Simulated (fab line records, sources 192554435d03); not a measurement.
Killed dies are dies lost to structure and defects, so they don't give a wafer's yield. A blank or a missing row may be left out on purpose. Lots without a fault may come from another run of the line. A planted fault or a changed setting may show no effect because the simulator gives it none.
fab line records | flow n5_finfet
record lots=5 wafers=15 last_day=17
route steps=1938 shown BEOL_M0@719
lots that met no fault: from a run of the same line without faults
start_h: hours from the record's first day to the start of the lot's first wafer shown | wait_h: hours since the lot's step before | " the same as in the row above | L1.1+2: a row that stands for several wafers | - no value, or no start given | * or withheld: withheld | < > ~ a bound
route shown NAME@n: a module of which the file shows steps, and the number in the route of the first | usual: mean/standard deviation of fault-free wafers | same: alike in all rows | chamber/n: place in a boat | sites: the reading at each site | _std_site: their standard deviation | _edge_site: outer sites' mean less inner sites' | radius_mm: how far each site lies from the wafer's centre | mask NAME#n: copy n | behind: the tool/chamber that last shaped the wafer | hold: why the lot was held/for how many hours/how that ended | device: the transistor (n, p or np) that didn't switch | end of line: the same wafers' tests at the end of the route | a step without rows: its recipe alone | killed: dies lost to structure and defects at the first sort, not the wafer's yield | map: a wafer's dies, x killed, . not, _ none there
set.NAME: the setting as run; set.NAME@STEP: as run at that earlier step | model.NAME: the simulator's own value behind a step, which no gauge read
lots at some steps of the route; a table a step, a row a wafer
services: from which hour (start_h, from the record's first day; less than 0 if before it) a tool's chamber was out of use, for how many hours, and why
## steps
# step N5_BEOL_M0_WET_ETCH_106
# recipe chemistry=DHF dilution=10:1 temp_c=25 target=SiO2 target_depth_a=1300 dry=ipa_marangoni rinse_time_s=30 rinse_temp_c=23
# same rinse_time_s=30
# columns lot.wafer tool chamber start_h wait_h
L080.1+2+3 wet_bench-03 0,7,6 152.12 -
L082.1+3+6 wet_bench-02 2,4,5 167.92 -
L083.2+3+5 wet_bench-03 7,1,5 175.47 -
L093.2+5+6 wet_bench-03 0,1,7 231.93 -
L095.1+3+4 wet_bench-04 2,0,3 240.07 -
# step N5_BEOL_M0_ETCH_128
# recipe chemistry=CF4/N2 target_depth_a=120 overetch_a=51 target=SiCN time_s=21.4 ion_energy_ev=150 pressure_mtorr=40 source_w=430 bias_w=70 Ar_flow_sccm=100 cf4_flow_sccm=60 n2_flow_sccm=60
# usual bias_w=69.99/0.21 chamber_pressure_mTorr=40.00/0.035 drypump_motor_current_A=5.7/0.47 oes_product_au=0.52/0.05 rf_vpp_V=382.3/1.9 showerhead_plenum_p_Torr=2.21/0.064 throttle_valve_pct=15.58/0.21
# columns lot.wafer tool chamber start_h wait_h bias_w chamber_pressure_mTorr drypump_motor_current_A oes_product_au rf_hours_counter_h rf_vpp_V showerhead_plenum_p_Torr throttle_valve_pct
L080.1 rie_diel-05 0 152.78 0.6 70.12 39.99 6.4 0.53 154 380.0 2.15 15.60
L080.2 " 1 " " 69.88 40.01 4.7 0.48 197 385.4 2.28 15.81
L080.3 " 3 " " 70.13 40.04 5.7 0.48 218 383.0 2.28 15.49
L082.1 rie_diel-01 3 167.98 0.0 70.12 40.00 5.7 0.52 168 383.1 2.19 15.42
L082.3 " 1 " " 70.55 39.99 6.5 0.47 247 383.7 2.26 15.32
L082.6 " 2 " " 69.85 39.97 5.7 0.53 - 385.5 2.28 15.77
L083.2 rie_diel-05 1 175.57 0.1 69.95 39.97 4.7 0.48 206 383.6 2.27 15.82
L083.3 " 3 " " 69.83 40.04 5.7 0.47 227 383.9 2.27 15.49
L083.5 " 2 " " 69.84 40.07 5.9 0.49 - 382.6 2.18 15.49
L093.2 rie_diel-05 3 231.98 0.0 70.12 40.01 5.7 0.46 247 383.4 2.27 15.52
L093.5 " 0 " " 70.26 39.98 6.3 0.51 - 379.7 2.14 15.67
L093.6 " 3 " " 70.21 39.99 5.6 0.46 - 382.3 2.27 15.53
L095.1 rie_diel-01 3 240.35 0.3 69.97 39.95 5.7 0.48 193 380.5 2.18 15.48
L095.3 " 2 " " 70.23 40.00 5.7 0.50 202 385.8 2.27 15.83
L095.4 " 0 " " 69.81 40.05 6.3 0.66 9 385.2 2.36 15.47
# step N5_BEOL_M0_TRENCH_ETCH_107
# recipe chemistry=C4F6/O2 target_depth_a=328 target=SiOC time_s=16.4 ion_energy_ev=250 pressure_mtorr=30 source_w=355 bias_w=185 Ar_flow_sccm=300 C4F6_flow_sccm=10 O2_flow_sccm=10
# usual bias_w=185.0/0.48 chamber_pressure_mTorr=29.998/0.025 drypump_motor_current_A=5.7/0.47 oes_f_703_au=0.75/0.083 oes_product_au=0.75/0.077 rf_vpp_V=665/21 showerhead_plenum_p_Torr=2.85/0.086 throttle_valve_pct=21.00/0.25
# columns lot.wafer tool chamber start_h wait_h bias_w chamber_pressure_mTorr drypump_motor_current_A oes_f_703_au oes_product_au rf_hours_counter_h rf_vpp_V showerhead_plenum_p_Torr throttle_valve_pct
L080.1 rie_diel-05 0 152.83 0.0 183.7 30.000 6.4 0.73 0.75 154 647 2.76 21.01
L080.2 " 1 " " 185.3 29.969 4.8 0.69 0.69 197 679 2.96 21.37
L080.3 " 3 " " 185.1 30.045 5.6 0.69 0.69 218 679 2.94 20.81
L082.1 rie_diel-01 3 168.02 0.0 184.9 30.040 5.7 0.76 0.76 168 660 2.82 20.83
L082.3 " 1 " " 184.0 29.984 6.5 0.70 0.70 247 695 2.92 20.64
L082.6 " 2 " " 184.7 29.976 5.7 0.76 0.76 - 687 2.93 21.16
L083.2 rie_diel-05 1 175.62 0.0 184.3 29.972 4.8 0.68 0.68 206 679 2.95 21.40
L083.3 " 3 " " 184.6 30.014 5.7 0.68 0.67 227 679 2.93 20.83
L083.5 " 2 " " 185.3 29.991 5.9 0.72 0.72 - 677 2.82 20.84
L093.2 rie_diel-05 3 232.03 0.0 185.2 29.991 5.6 0.67 0.67 247 677 2.92 20.86
L093.5 " 0 " " 184.9 30.014 6.4 0.71 0.74 - 645 2.75 21.04
L093.6 " 3 " " 184.6 29.987 5.6 0.67 0.66 - 680 2.92 20.85
L095.1 rie_diel-01 3 240.39 0.0 185.1 30.003 5.7 0.74 0.74 193 661 2.81 20.86
L095.3 " 2 " " 184.6 30.004 5.7 0.74 0.74 202 685 2.92 21.21
L095.4 " 0 " " 185.0 29.989 6.3 1.01 0.97 9 633 3.05 21.13
# step N5_BEOL_M0_STRIP_142
# recipe chemistry=N2/H2 time_s=10 power_w=450 temp_c=40 pressure_mtorr=20 rf_frequency_hz=6e+07 bias_power_w=7 n2_flow_sccm=200 h2_flow_sccm=200
# usual chamber_pressure_mTorr=19.999/0.018 drypump_motor_current_A=5.8/0.48 oes_product_au=0.75/0.075 rf_vpp_V=59.1/0.89 showerhead_plenum_p_Torr=2.54/0.076 throttle_valve_pct=23.8/0.43
# columns lot.wafer tool chamber start_h wait_h chamber_pressure_mTorr drypump_motor_current_A oes_product_au rf_hours_counter_h rf_vpp_V showerhead_plenum_p_Torr throttle_valve_pct
L080.1 rie_diel-05 0 152.85 0.0 19.986 6.4 0.76 154 58.4 2.45 23.7
L080.2 " 1 " " 19.982 4.8 0.70 197 59.9 2.62 24.3
L080.3 " 3 " " 20.021 5.7 0.69 218 59.6 2.62 23.4
L082.1 rie_diel-01 3 168.04 0.0 19.993 5.8 0.76 168 58.9 2.53 23.8
L082.3 " 1 " " 20.042 6.5 0.69 247 59.3 2.63 23.4
L082.6 " 2 " " 19.967 5.7 0.76 - 59.6 2.64 24.1
L083.2 rie_diel-05 1 175.64 0.0 20.004 4.7 0.69 206 60.2 2.62 24.3
L083.3 " 3 " " 20.007 5.6 0.69 227 58.3 2.61 23.5
L083.5 " 2 " " 19.994 5.9 0.71 - 58.1 2.49 23.0
L093.2 rie_diel-05 3 232.05 0.0 20.009 5.7 0.67 247 59.5 2.60 23.5
L093.5 " 0 " " 20.007 6.4 0.74 - 59.3 2.44 23.7
L093.6 " 3 " " 20.018 5.6 0.67 - 59.9 2.60 23.5
L095.1 rie_diel-01 3 240.42 0.0 20.040 5.7 0.73 193 58.6 2.52 23.8
L095.3 " 2 " " 20.026 5.7 0.74 202 61.1 2.63 24.2
L095.4 " 0 " " 19.994 6.3 0.96 9 59.3 2.72 23.8
# step N5_BEOL_M0_OCD_MEAS_108
# usual trench_depth_nm=32.4/0.68
# columns lot.wafer tool chamber start_h wait_h trench_depth_nm
L080.1 ocd-01 - 152.93 0.1 31.9
L080.2 " - " " 32.4
L080.3 " - " " 31.4
L082.1 ocd-02 - 168.13 0.1 32.4
L082.3 " - " " 33.4
L082.6 " - " " 32.8
L083.2 ocd-02 - 175.72 0.1 32.3
L083.3 " - " " 31.7
L083.5 " - " " 33.2
L093.2 ocd-02 - 232.13 0.1 31.6
L093.5 " - " " 31.7
L093.6 " - " " 30.8
L095.1 ocd-01 - 240.50 0.1 32.7
L095.3 " - " " 32.6
L095.4 " - " " 33.6
# step N5_BEOL_M0_HM_STRIP_129
# recipe chemistry=peroxide_tin_strip material=TiN target_depth_a=170 temp_c=50 time_s=108
# columns lot.wafer tool chamber start_h wait_h
L080.1+2+3 wet_bench-03 4,2,3 152.96 0.0
L082.1+3+6 wet_bench-02 6,1,3 168.16 0.0
L083.2+3+5 wet_bench-03 0,1,4 175.75 0.0
L093.2+5+6 wet_bench-04 4,7,0 232.16 0.0
L095.1+3+4 wet_bench-04 5,2,7 240.54 0.0
# step N5_BEOL_M0_SRD_130
# recipe time_s=30 temp_c=23 rinse_liquid=diw dry=ipa_marangoni
# columns lot.wafer tool chamber start_h wait_h
L080.1+2+3 wet_bench-03 4,2,3 153.00 0.0
L082.1+3+6 wet_bench-02 6,1,3 168.20 0.0
L083.2+3+5 wet_bench-03 0,1,4 175.78 0.0
L093.2+5+6 wet_bench-04 4,7,0 232.20 0.0
L095.1+3+4 wet_bench-04 5,2,7 240.57 0.0
# step N5_BEOL_M0_ETCH_109
# recipe chemistry=CH3F/O2 target_depth_a=80 overetch_a=24 target=SiCN time_s=27.4 ion_energy_ev=120 pressure_mtorr=30 source_w=395 bias_w=75 Ar_flow_sccm=150 CH3F_flow_sccm=30 O2_flow_sccm=20
# usual bias_w=75.00/0.23 chamber_pressure_mTorr=30.001/0.022 drypump_motor_current_A=5.9/0.41 oes_product_au=0.65/0.066 rf_vpp_V=297.4/1.5 showerhead_plenum_p_Torr=2.00/0.065 throttle_valve_pct=16.44/0.28
# columns lot.wafer tool chamber start_h wait_h bias_w chamber_pressure_mTorr drypump_motor_current_A oes_product_au rf_hours_counter_h rf_vpp_V showerhead_plenum_p_Torr throttle_valve_pct
L080.1 rie_diel-01 1 153.50 0.5 74.78 29.989 6.5 0.57 243 299.0 2.06 16.18
L080.2 " 0 " " 74.79 29.990 6.3 0.59 231 293.9 1.91 16.84
L080.3 " 3 " " 75.29 30.022 5.7 0.66 163 295.8 1.99 16.29
L082.1 rie_diel-01 1 168.24 0.0 74.96 29.991 6.6 0.58 247 298.4 2.06 16.20
L082.3 " 0 " " 75.08 30.026 6.2 0.58 236 295.0 1.91 16.84
L082.6 " 3 " " 74.61 30.028 5.7 0.65 - 296.4 1.98 16.32
L083.2 rie_diel-05 1 175.86 0.1 74.65 30.013 4.7 0.58 206 298.1 2.08 16.80
L083.3 " 2 " " 74.88 29.988 5.8 0.60 203 297.6 1.98 16.35
L083.5 " 2 " " 75.43 30.001 5.8 0.62 - 296.3 1.98 16.37
L093.2 rie_diel-01 1 232.25 0.0 75.29 29.981 6.5 0.77 17 298.2 2.05 15.77
L093.5 " 3 " " 75.14 30.005 5.7 0.63 - 296.7 1.98 16.35
L093.6 " 0 " " 74.69 29.989 6.3 0.82 - 299.9 2.15 16.46
L095.1 rie_diel-01 1 240.61 0.0 75.03 29.987 6.6 0.74 20 298.5 2.05 15.78
L095.3 " 3 " " 75.06 29.930 5.8 0.61 193 297.4 1.98 16.36
L095.4 " 0 " " 75.28 29.991 6.3 0.82 9 300.2 2.15 16.44
# step N5_BEOL_M0_STRIP_139
# recipe chemistry=post_etch_residue_remover time_s=60 temp_c=25 remover_ph=withheld remover_water_wt_pct=withheld remover_fluoride_wt_pct=withheld
# columns lot.wafer tool chamber start_h wait_h
L080.1+2+3 wet_bench-03 6,1,3 153.60 0.1
L082.1+3+6 wet_bench-03 2,6,7 168.35 0.1
L083.2+3+5 wet_bench-02 2,3,1 175.97 0.1
L093.2+5+6 wet_bench-02 0,6,5 232.35 0.1
L095.1+3+4 wet_bench-04 6,0,1 240.72 0.1
# step N5_BEOL_M0_SRD_111
# recipe time_s=30 temp_c=23 rinse_liquid=diw dry=ipa_marangoni
# columns lot.wafer tool chamber start_h wait_h
L080.1+2+3 wet_bench-03 6,1,3 153.62 0.0
L082.1+3+6 wet_bench-03 2,6,7 168.36 0.0
L083.2+3+5 wet_bench-02 2,3,1 175.99 0.0
L093.2+5+6 wet_bench-02 0,6,5 232.37 0.0
L095.1+3+4 wet_bench-04 6,0,1 240.74 0.0
# step N5_BEOL_M0_DEGAS_112
# recipe ambient=vacuum temp_c=250 time_s=60
# usual heater_power_w=334/23
# columns lot.wafer tool chamber start_h wait_h heater_power_w
L080.1 pvd_sputter-02 - 154.11 0.5 349
L080.2 " - " " 314
L080.3 " - " " 376
L082.1 pvd_sputter-01 - 168.72 0.3 369
L082.3 " - " " 343
L082.6 " - " " 360
L083.2 pvd_sputter-02 - 176.09 0.1 363
L083.3 " - " " 342
L083.5 " - " " 316
L093.2 pvd_sputter-01 - 233.36 1.0 309
L093.5 " - " " 375
L093.6 " - " " 306
L095.1 pvd_sputter-02 - 241.09 0.3 357
L095.3 " - " " 313
L095.4 " - " " 326
# step N5_BEOL_M0_PRE_CLEAN_113
# recipe gas=H2/He time_s=30 temp_c=250
# usual heater_power_w=335/24
# columns lot.wafer tool chamber start_h wait_h heater_power_w
L080.1 pvd_sputter-02 - 154.15 0.0 343
L080.2 " - " " 322
L080.3 " - " " 362
L082.1 pvd_sputter-01 - 168.76 0.0 376
L082.3 " - " " 347
L082.6 " - " " 354
L083.2 pvd_sputter-02 - 176.13 0.0 370
L083.3 " - " " 339
L083.5 " - " " 317
L093.2 pvd_sputter-01 - 233.40 0.0 304
L093.5 " - " " 375
L093.6 " - " " 306
L095.1 pvd_sputter-02 - 241.13 0.0 364
L095.3 " - " " 320
L095.4 " - " " 315
# step N5_BEOL_M0_ALD_136
# recipe material=TaN target_thk_a=* temp_c=275 ald_precursor_family=PDMAT ald_co_reactant=NH3 pressure_torr=3 carrier_flow_sccm=1500 pulse_time_s=2 purge_time_s=3 co_reactant_purge_time_s=2 co_reactant_pulse_time_s=3 ald_cycles=30 precursor_vessel_temp_c=75 precursor_vessel_pressure_torr=26.25 precursor_vessel_carrier_sccm=1000
# usual heater_power_outer_w=230/30 heater_power_w=424/49
# same co_reactant_purge_time_s=2
# columns lot.wafer tool chamber start_h wait_h heater_power_outer_w heater_power_w
L080.1 ald_metal-04 1 154.23 0.1 238 443
L080.2 " 2 " " 218 389
L080.3 " 0 " " 194 401
L082.1 ald_metal-04 0 168.82 0.0 191 389
L082.3 " 3 " " 272 508
L082.6 " 2 " " 222 393
L083.2 ald_metal-03 2 176.27 0.1 227 423
L083.3 " 1 " " 244 435
L083.5 " 0 " " 170 329
L093.2 ald_metal-03 1 233.48 0.1 247 436
L093.5 " 0 " " 168 330
L093.6 " 1 " " 240 425
L095.1 ald_metal-04 3 241.19 0.0 267 515
L095.3 " 0 " " 192 400
L095.4 " 1 " " 240 435
# step N5_BEOL_M0_SURFACE_TREAT_137
# recipe gas=Ar time_s=* ion_energy_ev=* ion_current_ma_cm2=0.5 pressure_mtorr=* ar_flow_sccm=30
# usual pressure_mtorr=* throttle_valve_pct=*
# columns lot.wafer tool chamber start_h wait_h pressure_mtorr throttle_valve_pct
L080.1 pvd_sputter-02 - 154.47 0.1 * *
L080.2 " - " " * *
L080.3 " - " " * *
L082.1 pvd_sputter-03 - 169.12 0.2 * *
L082.3 " - " " * *
L082.6 " - " " * *
L083.2 pvd_sputter-02 - 176.49 0.1 * *
L083.3 " - " " * *
L083.5 " - " " * *
L093.2 pvd_sputter-01 - 233.76 0.2 * *
L093.5 " - " " * *
L093.6 " - " " * *
L095.1 pvd_sputter-01 - 241.69 0.4 * *
L095.3 " - " " * *
L095.4 " - " " * *
# step N5_BEOL_M0_CVD_115
# recipe material=Co target_thk_a=* temp_c=withheld precursor=CCTBA/H2 pressure_torr=30 time_s=120
# columns lot.wafer tool chamber start_h wait_h
L080.1+2+3 cvd_co-02 2,1,0 154.54 0.1
L082.1+3+6 cvd_co-01 2,1,1 169.41 0.3
L083.2+3+5 cvd_co-02 2,1,1 176.61 0.1
L093.2+5+6 cvd_co-02 1,1,2 233.86 0.1
L095.1+3+4 cvd_co-02 1,0,2 241.82 0.1
# step N5_BEOL_M0_SPUTTER_116
# recipe material=Cu target_thk_a=40 temp_c=-20 chamber_pressure_pa=0.07 power_w=withheld time_s=7.37
# usual throttle_valve_pct=29.6/0.88
# columns lot.wafer tool chamber start_h wait_h throttle_valve_pct
L080.1 pvd_sputter-02 - 154.67 0.1 31.1
L080.2 " - " " 29.7
L080.3 " - " " 30.4
L082.1 pvd_sputter-01 - 171.24 1.8 28.7
L082.3 " - " " 30.0
L082.6 " - " " 29.9
L083.2 pvd_sputter-02 - 176.71 0.1 30.3
L083.3 " - " " 29.8
L083.5 " - " " 30.1
L093.2 pvd_sputter-03 - 234.17 0.3 28.5
L093.5 " - " " 29.2
L093.6 " - " " 31.1
L095.1 pvd_sputter-02 - 243.35 1.5 30.2
L095.3 " - " " 30.7
L095.4 " - " " 29.8
# step N5_BEOL_M0_ANNEAL_117
# recipe temp_c=400 time_s=60 ambient=vacuum
# usual heater_power_w=850/59
# columns lot.wafer tool chamber start_h wait_h heater_power_w
L080.1 pvd_sputter-02 - 154.75 0.0 789
L080.2 " - " " 899
L080.3 " - " " 868
L082.1 pvd_sputter-01 - 171.32 0.0 841
L082.3 " - " " 780
L082.6 " - " " 767
L083.2 pvd_sputter-02 - 176.79 0.0 856
L083.3 " - " " 929
L083.5 " - " " 864
L093.2 pvd_sputter-03 - 234.25 0.0 897
L093.5 " - " " 823
L093.6 " - " " 726
L095.1 pvd_sputter-02 - 243.43 0.0 856
L095.3 " - " " 804
L095.4 " - " " 909
# step N5_BEOL_M0_SPUTTER_132
# recipe material=Cu target_thk_a=40 temp_c=-20 chamber_pressure_pa=0.07 power_w=withheld time_s=7.37
# usual throttle_valve_pct=29.6/0.86
# columns lot.wafer tool chamber start_h wait_h throttle_valve_pct
L080.1 pvd_sputter-02 - 154.79 0.0 30.7
L080.2 " - " " 29.8
L080.3 " - " " 30.3
L082.1 pvd_sputter-01 - 171.36 0.0 28.8
L082.3 " - " " 29.8
L082.6 " - " " 30.2
L083.2 pvd_sputter-02 - 176.83 0.0 30.5
L083.3 " - " " 29.8
L083.5 " - " " 30.4
L093.2 pvd_sputter-03 - 234.29 0.0 28.7
L093.5 " - " " 29.2
L093.6 " - " " 30.9
L095.1 pvd_sputter-02 - 243.47 0.0 30.2
L095.3 " - " " 30.8
L095.4 " - " " 29.7
# step N5_BEOL_M0_ANNEAL_133
# recipe temp_c=400 time_s=60 ambient=vacuum
# usual heater_power_w=851/58
# columns lot.wafer tool chamber start_h wait_h heater_power_w
L080.1 pvd_sputter-02 - 154.87 0.0 781
L080.2 " - " " 931
L080.3 " - " " 865
L082.1 pvd_sputter-01 - 171.44 0.0 874
L082.3 " - " " 769
L082.6 " - " " 781
L083.2 pvd_sputter-02 - 176.91 0.0 850
L083.3 " - " " 923
L083.5 " - " " 830
L093.2 pvd_sputter-03 - 234.37 0.0 917
L093.5 " - " " 837
L093.6 " - " " 747
L095.1 pvd_sputter-02 - 243.55 0.0 865
L095.3 " - " " 787
L095.4 " - " " 930
# step N5_BEOL_M0_SPUTTER_134
# recipe material=Cu target_thk_a=40 temp_c=-20 chamber_pressure_pa=0.07 power_w=withheld time_s=7.37
# usual throttle_valve_pct=29.6/0.89
# columns lot.wafer tool chamber start_h wait_h throttle_valve_pct
L080.1 pvd_sputter-02 - 154.91 0.0 30.6
L080.2 " - " " 29.9
L080.3 " - " " 30.2
L082.1 pvd_sputter-01 - 171.48 0.0 28.8
L082.3 " - " " 30.2
L082.6 " - " " 30.2
L083.2 pvd_sputter-02 - 176.95 0.0 30.3
L083.3 " - " " 29.9
L083.5 " - " " 30.5
L093.2 pvd_sputter-03 - 234.41 0.0 28.3
L093.5 " - " " 29.2
L093.6 " - " " 30.8
L095.1 pvd_sputter-02 - 243.59 0.0 30.2
L095.3 " - " " 30.9
L095.4 " - " " 29.8
# step N5_BEOL_M0_ANNEAL_135
# recipe temp_c=400 time_s=60 ambient=vacuum
# usual heater_power_w=851/60
# columns lot.wafer tool chamber start_h wait_h heater_power_w
L080.1 pvd_sputter-02 - 154.99 0.0 797
L080.2 " - " " 935
L080.3 " - " " 827
L082.1 pvd_sputter-01 - 171.56 0.0 861
L082.3 " - " " 802
L082.6 " - " " 765
L083.2 pvd_sputter-02 - 177.03 0.0 861
L083.3 " - " " 912
L083.5 " - " " 853
L093.2 pvd_sputter-03 - 234.49 0.0 905
L093.5 " - " " 817
L093.6 " - " " 713
L095.1 pvd_sputter-02 - 243.67 0.0 847
L095.3 " - " " 810
L095.4 " - " " 899
# step N5_BEOL_M0_SPUTTER_141
# recipe material=Cu target_thk_a=40 temp_c=-20 chamber_pressure_pa=0.07 power_w=withheld time_s=7.37
# usual throttle_valve_pct=29.6/0.89
# columns lot.wafer tool chamber start_h wait_h throttle_valve_pct
L080.1 pvd_sputter-02 - 155.03 0.0 30.8
L080.2 " - " " 29.5
L080.3 " - " " 30.4
L082.1 pvd_sputter-01 - 171.60 0.0 28.6
L082.3 " - " " 30.0
L082.6 " - " " 30.3
L083.2 pvd_sputter-02 - 177.07 0.0 30.3
L083.3 " - " " 29.6
L083.5 " - " " 30.2
L093.2 pvd_sputter-03 - 234.53 0.0 28.6
L093.5 " - " " 29.1
L093.6 " - " " 30.9
L095.1 pvd_sputter-02 - 243.71 0.0 30.2
L095.3 " - " " 30.8
L095.4 " - " " 29.5
# step N5_BEOL_M0_ECD_118
# recipe material=Cu target_thk_a=3000
# columns lot.wafer tool chamber start_h wait_h
L080.1+2+3 ecd_cu-01 0,1,1 155.15 0.1
L082.1+3+6 ecd_cu-01 1 171.71 0.1
L083.2+3+5 ecd_cu-02 1,0,1 177.19 0.1
L093.2+5+6 ecd_cu-02 1,0,1 234.65 0.1
L095.1+3+4 ecd_cu-01 1,1,0 243.83 0.1
# step N5_BEOL_M0_ANNEAL_119
# recipe temp_c=225 time_s=90 ambient=N2
# usual wafer_temp_C_max=226.0/0.42
# columns lot.wafer tool chamber start_h wait_h wafer_temp_C_max
L080.1 rtp_anneal-01 0 155.62 0.4 226.3
L080.2 " 0 " " 226.4
L080.3 " 0 " " 226.1
L082.1 rtp_anneal-01 0 171.79 0.1 226.0
L082.3 " 0 " " 226.4
L082.6 " 0 " " 226.2
L083.2 rtp_anneal-02 0 177.31 0.1 225.4
L083.3 " 0 " " 225.5
L083.5 " 0 " " 225.5
L093.2 rtp_anneal-02 0 234.79 0.1 225.9
L093.5 " 0 " " 225.8
L093.6 " 0 " " 225.8
L095.1 rtp_anneal-02 0 243.91 0.1 225.8
L095.3 " 0 " " 225.5
L095.4 " 0 " " 225.7
# step N5_BEOL_M0_CMP_120
# recipe stop_on=SiOC t_overpolish_s=6.9 down_force_psi=1 platen_rpm=50 clearing_platen_down_force_psi=1.5 clearing_platen_rpm=50 post_cmp_clean=cu_alkaline clearing_platen_pad_velocity_m_s=0.99484 pad_velocity_m_s=0.99484
# usual barrier_field_endpoint_s=3.58/0.15 edge_zone_pressure_frac=0.999/0.0054 head_pressure_psi=1.0000/0.002 motor_current_A=5.9/0.79 overpolish_run_s=6.902/0.0095 platen_rpm=50.00/0.034 time_to_endpoint_s=61/3.8
# same t_overpolish_s=6.9
# columns lot.wafer tool chamber start_h wait_h barrier_field_endpoint_s edge_zone_pressure_frac head_pressure_psi motor_current_A overpolish_run_s platen_rpm time_to_endpoint_s
L080.1 cmp-03 2 155.93 0.3 3.55 1.001 1.0006 6.6 6.907 49.98 62
L080.2 " 0 " " 3.63 1.002 0.9996 7.2 6.902 50.01 60
L080.3 " 1 " " 3.71 1.002 1.0002 5.7 6.892 50.01 63
L082.3 cmp-04 0 172.17 0.2 3.63 1.004 1.0002 5.8 6.900 49.96 61
L082.1 " 1 " " 3.61 0.990 0.9952 4.5 6.885 49.95 61
L082.6 " 2 " " 3.74 1.001 1.0011 5.7 6.913 49.99 58
L083.2 cmp-01 3 177.57 0.2 3.67 0.997 1.0010 5.3 6.906 50.01 64
L083.3 " 2 " " 3.68 1.008 1.0027 4.6 6.898 49.99 59
L083.5 " 3 " " 3.81 0.996 0.9994 5.3 6.903 49.91 67
L093.2 cmp-01 3 236.30 1.5 3.47 0.990 1.0012 5.2 6.898 49.98 62
L093.6 " 1 " " 3.39 1.004 1.0009 6.5 6.902 49.95 55
L093.5 " 2 " " 3.29 0.987 1.0003 4.8 6.902 49.99 53
L095.3 cmp-04 0 244.20 0.2 3.57 1.001 1.0012 5.9 6.901 49.96 60
L095.1 " 1 " " 3.82 1.002 0.9974 4.5 6.900 50.02 61
L095.4 " 2 " " 3.60 1.000 0.9970 5.6 6.904 49.98 58
# step N5_BEOL_M0_PRE_CLEAN_131
# recipe gas=NH3/H2 time_s=15 temp_c=* rf_power_w=300
# usual heater_power_outer_w=23/16 heater_power_w=87/26
# columns lot.wafer tool chamber start_h wait_h heater_power_outer_w heater_power_w
L080.1 cvd_co-01 0 156.26 0.0 51 128
L080.2 " 2 " " 4 52
L080.3 " 1 " " 47 126
L082.1 cvd_co-02 0 172.42 0.0 16 72
L082.3 " 2 " " 13 79
L082.6 " 0 " " 17 74
L083.2 cvd_co-02 1 177.91 0.0 18 76
L083.3 " 2 " " 13 84
L083.5 " 2 " " 13 81
L093.2 cvd_co-01 0 236.78 0.3 51 129
L093.5 " 1 " " 45 127
L093.6 " 0 " " 50 130
L095.1 cvd_co-01 0 244.54 0.0 51 128
L095.3 " 2 " " 4 52
L095.4 " 2 " " 4 53
# step N5_BEOL_M0_CO_CAP_123
# recipe material=Co target_thk_a=20 temp_c=200 precursor=CCTBA/H2 pressure_torr=30 time_s=102.1
# usual heater_power_outer_w=126/20 heater_power_w=238/33
# columns lot.wafer tool chamber start_h wait_h heater_power_outer_w heater_power_w
L080.1 cvd_co-01 0 156.30 0.0 160 290
L080.2 " 2 " " 98 195
L080.3 " 1 " " 158 291
L082.1 cvd_co-02 0 172.46 0.0 118 222
L082.3 " 2 " " 114 231
L082.6 " 0 " " 117 223
L083.2 cvd_co-02 1 177.95 0.0 119 227
L083.3 " 2 " " 116 232
L083.5 " 2 " " 110 232
L093.2 cvd_co-01 0 236.82 0.0 162 294
L093.5 " 1 " " 161 285
L093.6 " 0 " " 156 292
L095.1 cvd_co-01 0 244.58 0.0 163 282
L095.3 " 2 " " 105 193
L095.4 " 2 " " 100 196
# step N5_BEOL_M0_PRE_CLEAN_124
# recipe gas=NH3 time_s=15 temp_c=withheld rf_power_w=300
# columns lot.wafer tool chamber start_h wait_h
L080.1+2+3 pecvd-02 0,2,1 156.39 0.1
L082.1+3+6 pecvd-01 1,2,0 172.55 0.1
L083.2+3+5 pecvd-01 0,1,1 178.04 0.1
L093.2+5+6 pecvd-03 1,1,0 236.91 0.1
L095.1+3+4 pecvd-01 0,1,1 244.67 0.1
# step N5_BEOL_M0_DEP_125
# recipe material=SiCN target_thk_a=80 temp_c=withheld precursor=3MS/NH3 pressure_torr=3 rf_w=202 time_s=14
# usual showerhead_plenum_p_Torr=3.662/0.015 throttle_valve_pct=9.1/0.86
# columns lot.wafer tool chamber start_h wait_h showerhead_plenum_p_Torr throttle_valve_pct
L080.1 pecvd-02 0 156.41 0.0 3.683 8.3
L080.2 " 2 " " 3.677 8.7
L080.3 " 1 " " 3.677 8.9
L082.1 pecvd-01 1 172.58 0.0 3.684 8.9
L082.3 " 2 " " 3.660 9.2
L082.6 " 0 " " 3.648 9.2
L083.2 pecvd-01 0 178.06 0.0 3.652 9.2
L083.3 " 1 " " 3.678 9.1
L083.5 " 1 " " 3.667 9.2
L093.2 pecvd-03 1 236.94 0.0 3.631 9.3
L093.5 " 1 " " 3.625 9.5
L093.6 " 0 " " 3.664 11.1
L095.1 pecvd-01 0 244.69 0.0 3.657 8.9
L095.3 " 1 " " 3.667 8.9
L095.4 " 1 " " 3.678 9.2
# step N5_BEOL_M0_RS_MEAS_126
# recipe thk_meas_gauge=four-point-probe reads=Co_of_BEOL_M0_CO_CAP_123+Cu_of_BEOL_M0_ECD_118+Co_of_BEOL_M0_CVD_115+TaN_of_BEOL_M0_ALD_136
# usual M0_RS=0.541/0.024
# columns lot.wafer tool chamber start_h wait_h M0_RS[ohm/sq]
L080.1 film_metro-02 - 156.48 0.0 0.603
L080.2 " - " " 0.551
L080.3 " - " " 0.544
L082.1 film_metro-02 - 172.64 0.0 0.553
L082.3 " - " " 0.565
L082.6 " - " " 0.564
L083.2 film_metro-01 - 178.13 0.1 0.526
L083.3 " - " " 0.569
L083.5 " - " " 0.520
L093.2 film_metro-01 - 237.01 0.1 0.521
L093.5 " - " " 0.573
L093.6 " - " " 0.576
L095.1 film_metro-01 - 244.76 0.0 0.557
L095.3 " - " " 0.529
L095.4 " - " " 0.543
## services
# columns tool chamber start_h hours kind
cmp-01 - 129.25 7.7 pm
pecvd-02 - 130.40 5.5 pm
rie_diel-05 3 132.65 7.5 repair
pvd_sputter-02 - 134.70 2.2 repair
rie_diel-01 1 135.00 12.9 repair
pvd_sputter-01 - 138.71 1.8 repair
cvd_co-01 - 139.55 6.9 pm
pecvd-01 - 148.62 1.1 repair
pecvd-01 - 149.76 2.8 pm
cmp-04 - 153.06 6.5 repair
ald_metal-04 - 155.73 4.3 pm
pecvd-02 - 177.81 12.4 repair
pecvd-03 2 180.79 5.7 repair
ald_metal-03 - 186.39 1.1 repair
pecvd-01 - 189.62 5.5 pm
cmp-04 - 191.48 0.5 repair
cvd_co-02 0 199.15 4.1 repair
wet_bench-02 - 202.28 1.9 pm
rie_diel-05 0 203.48 8.1 repair
cvd_co-01 1 207.95 6.3 repair
ald_metal-03 - 209.59 8.7 pm
ald_metal-04 - 214.73 0.4 repair
ald_metal-04 - 220.14 1.1 repair
cvd_co-01 - 222.18 14.6 pm
## key
fault none
